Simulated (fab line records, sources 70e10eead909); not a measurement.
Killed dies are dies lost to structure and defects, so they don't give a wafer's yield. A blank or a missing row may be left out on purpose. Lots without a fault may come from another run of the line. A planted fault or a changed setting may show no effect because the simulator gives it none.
Chamber matching | flow nand_harc | NHARC_P_CONTACT_DEP_30 on pecvd-03: 3 sister chambers
The step deposits SiNx, target thk 30 nm. 20 wafers are shown with their chamber, then 10 later ones without.

WAFERS WITH THEIR CHAMBER
wafer  | chamber | heater_power_outer_w (W) | heater_power_w (W)
L075.1 | 1       | 438                      | 719
L075.3 | 2       | 434                      | 669
L075.6 | 0       | 445                      | 647
L077.1 | 2       | 321                      | 566
L077.5 | 0       | 548                      | 788
L077.6 | 1       | 450                      | 735
L078.4 | 1       | 435                      | 710
L078.5 | 0       | 498                      | 707
L078.6 | 2       | 412                      | 671
L080.1 | 2       | 419                      | 681
L080.4 | 2       | 415                      | 668
L080.6 | 1       | 423                      | 684
L084.2 | 2       | 376                      | 627
L084.3 | 1       | 390                      | 624
L084.5 | 0       | 545                      | 765
L085.2 | 0       | 529                      | 763
L085.4 | 2       | 469                      | 716
L085.5 | 0       | 545                      | 775
L086.1 | 0       | 512                      | 716
L086.2 | 1       | 368                      | 605

SIGNATURES (means of the wafers above)
reading              | chamber 0 | chamber 1 | chamber 2 | scatter within a chamber
heater_power_outer_w | 517.43    | 417.33    | 406.57    | 39.4
heater_power_w       | 737.29    | 679.50    | 656.86    | 50.2
Rule: a wafer's distance from a chamber is the root of the sum, over the readings, of the square of ((its reading less the chamber's mean) divided by the reading's scatter). The wafer belongs to the nearest chamber; if the next one is less than 2 further off, it can't be placed. The scatter: the root of (the sum of the squares of (reading less its chamber's mean) over the shown wafers, divided by (wafers less chambers)).

WAFERS WITHOUT THEIR CHAMBER
wafer  | heater_power_outer_w (W) | heater_power_w (W)
L086.3 | 437                      | 685
L087.4 | 440                      | 644
L087.5 | 392                      | 631
L087.6 | 366                      | 603
L093.1 | 430                      | 678
L093.5 | 500                      | 734
L093.6 | 452                      | 735
L094.1 | 445                      | 717
L094.4 | 476                      | 707
L094.6 | 466                      | 740

WHICH CHAMBER EACH WENT THROUGH
wafer  | from the rows above          | in truth
L086.3 | can't be placed: 1 or 2 or 0 | 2
L087.4 | can't be placed: 2 or 1 or 0 | 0
L087.5 | can't be placed: 2 or 1      | 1
L087.6 | can't be placed: 2 or 1      | 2
L093.1 | can't be placed: 1 or 2      | 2
L093.5 | can't be placed: 0 or 1      | 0
L093.6 | can't be placed: 1 or 0 or 2 | 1
L094.1 | can't be placed: 1 or 2 or 0 | 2
L094.4 | can't be placed: 0 or 1 or 2 | 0
L094.6 | can't be placed: 0 or 1 or 2 | 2
Placed correctly: 0 of 10. Can't be placed from these rows: 10 (the true chamber is among the candidates in 10). Placed wrongly: 0.
